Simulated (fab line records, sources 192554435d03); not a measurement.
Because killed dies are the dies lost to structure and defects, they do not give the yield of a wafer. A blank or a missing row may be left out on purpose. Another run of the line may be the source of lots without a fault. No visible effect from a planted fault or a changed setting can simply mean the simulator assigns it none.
Matching of chambers    flow n5-finfet    uv-cure-02 running N5_BEOL_M9_CURE_71: 3 sister chambers
The step cures SiCOH lowk, time 240 s. 3 wafers are shown with their chamber, then 8 later ones without.

## WAFERS WITH THEIR CHAMBER
wafer   chamber  wafer_temp_C_max
L076.6  0        387.0
L077.6  2        386.1
L088.2  1        386.9

## WAFERS WITHOUT THEIR CHAMBER
wafer   wafer_temp_C_max
L088.4  386.5
L088.6  387.3
L090.3  386.4
L090.5  386.3
L090.6  386.6
L093.2  386.6
L093.4  385.7
L093.5  386.1

## WHICH CHAMBER EACH WENT THROUGH
wafer   from the rows above           in truth
L088.4  can't be placed: 1 or 2 or 0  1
L088.6  can't be placed: 0 or 1       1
L090.3  can't be placed: 2 or 1 or 0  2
L090.5  can't be placed: 2 or 1 or 0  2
L090.6  can't be placed: 1 or 0 or 2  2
L093.2  can't be placed: 1 or 0 or 2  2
L093.4  2                             2
L093.5  2                             2
Placed correctly: 2 of 8. Unplaceable from these rows: 6, with the true chamber sitting among the candidates in 6. Placed wrongly: 0.
How it was worked out, from the rows above alone: a wafer's distance from a chamber is the root of the sum, over the readings, of the square of ((its reading less the chamber's mean) divided by the reading's scatter). The wafer belongs to the nearest chamber; if the next one is less than 2 further off, it can't be placed. For every chamber, the mean is computed from those of its wafers that are shown. The scatter (one wafer shown for each chamber): square how far every hidden wafer sits from the nearest shown wafer, average those squares and take the square root.
